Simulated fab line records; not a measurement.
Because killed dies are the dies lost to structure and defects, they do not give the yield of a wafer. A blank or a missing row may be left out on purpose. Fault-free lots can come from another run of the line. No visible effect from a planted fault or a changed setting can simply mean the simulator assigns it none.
Lot-split experiment + flow n5 finfet + 21 wafers read across 7 lots, on a route 1938 steps long

## ABOUT THE SPLIT
At N5_BEOL_M11_ETCH_62 (etches SOC in N2/H2, target depth 110 nm, overetch 22 nm, time 165 s), the setting time s was moved away from the recipe's 165 s on 7 of the 21 wafers read, by -19.3% to -11.8%. The other wafers ran this setting at the recipe's value.

The reading is taken at the split's own step.

## THE READING
SiARC_of_BEOL_M11_COAT_60.thk nm (the simulator's own value, which no gauge read), in nm, at N5_BEOL_M11_ETCH_62 (etches SOC in N2/H2, target depth 110 nm, overetch 22 nm, time 165 s). The file does not state a usual value for it. Average 23.5 nm, standard deviation 0.28 nm, over the 14 wafers here run with the recipe.

| wafer  | tool, chamber at the split | time s as run, s | against the recipe | SiARC_of_BEOL_M11_COAT_60.thk nm, nm | against lot-mates on the recipe |
|--------|----------------------------|------------------|--------------------|--------------------------------------|---------------------------------|
| L075.1 | rie diel-03, 3             | 165              | recipe             | 23.6                                 | -                               |
| L075.3 | rie diel-03, 2             | 165              | recipe             | 23.2                                 | -                               |
| L075.4 | rie diel-03, 1             | 135.8            | -17.7%             | 24.8                                 | +1.4                            |
| L077.2 | rie diel-02, 2             | 165              | recipe             | 23.2                                 | -                               |
| L077.3 | rie diel-02, 3             | 165              | recipe             | 23.4                                 | -                               |
| L077.6 | rie diel-02, 1             | 145.5            | -11.8%             | 24.2                                 | +0.9                            |
| L078.2 | rie diel-02, 2             | 140.7            | -14.7%             | 24.2                                 | +0.6                            |
| L078.4 | rie diel-02, 3             | 140.7            | -14.7%             | 24.6                                 | +1.0                            |
| L078.5 | rie diel-02, 3             | 165              | recipe             | 23.6                                 | -                               |
| L082.2 | rie diel-01, 2             | 165              | recipe             | 23                                   | -                               |
| L082.6 | rie diel-01, 2             | 165              | recipe             | 23                                   | -                               |
| L082.4 | rie diel-01, 3             | 165              | recipe             | 24                                   | -                               |
| L084.1 | rie diel-03, 2             | 143.9            | -12.8%             | 24                                   | +0.4                            |
| L084.3 | rie diel-03, 3             | 143.9            | -12.8%             | 24.2                                 | +0.6                            |
| L084.6 | rie diel-03, 0             | 165              | recipe             | 23.6                                 | -                               |
| L091.1 | rie diel-02, 1,2           | 165              | recipe             | 23.4                                 | -                               |
| L091.3 | rie diel-02, 1,2           | 165              | recipe             | 23.4                                 | -                               |
| L091.2 | rie diel-02, 3             | 133.1            | -19.3%             | 24.8                                 | +1.4                            |
| L095.3 | rie diel-02, 3             | 165              | recipe             | 23.6                                 | -                               |
| L095.5 | rie diel-02, 3             | 165              | recipe             | 23.6                                 | -                               |
| L095.6 | rie diel-02, 0             | 165              | recipe             | 23.8                                 | -                               |
Rows listing several chambers each stand for several wafers; the file does not say which wafer went through which chamber.

FIT RESULTS
A straight line over all 21 wafers: SiARC_of_BEOL_M11_COAT_60.thk nm changes by -0.0653 nm for each +1% of time s; r = -0.88; the points scatter about the line by 0.26 nm.
The same after taking each lot's own level away (the mean of its wafers on the recipe; 21 wafers): -0.063 nm for each +1%; r = -0.88; scatter 0.26 nm.
On that fit, the largest move of time s shifts the reading by 1.2 nm.
The span of the lots' own levels, 23.30 to 23.67 nm, comes to 1.3 times the standard deviation stated above.
So the lot-to-lot level changes the slope little: the two slopes agree.
Check: for one of the wafers moved furthest among these (-19.3%), held out of the fit, the line's prediction against its lot-mates is +1.15 nm. Against them it came out at +1.4 nm.

## OTHER SPLITS APPLIED TO THESE WAFERS
Note: prior to the reading, these wafers also went through further splits. Each is held against what the fit with the lots' levels taken away leaves over:
| other split on the same wafers | wafers away from the commonest value | r with SiARC_of_BEOL_M11_COAT_60.thk nm (lot level and that fit taken away) |
|--------------------------------|--------------------------------------|-----------------------------------------------------------------------------|
| N5_BEOL_M11_COAT_05 spin rpm   | 6                                    | -0.03                                                                       |

## THE FILE'S OWN FIT
SiARC_of_BEOL_M11_COAT_60.thk nm changes by -0.0668 nm for each +1% of time s, r = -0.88.
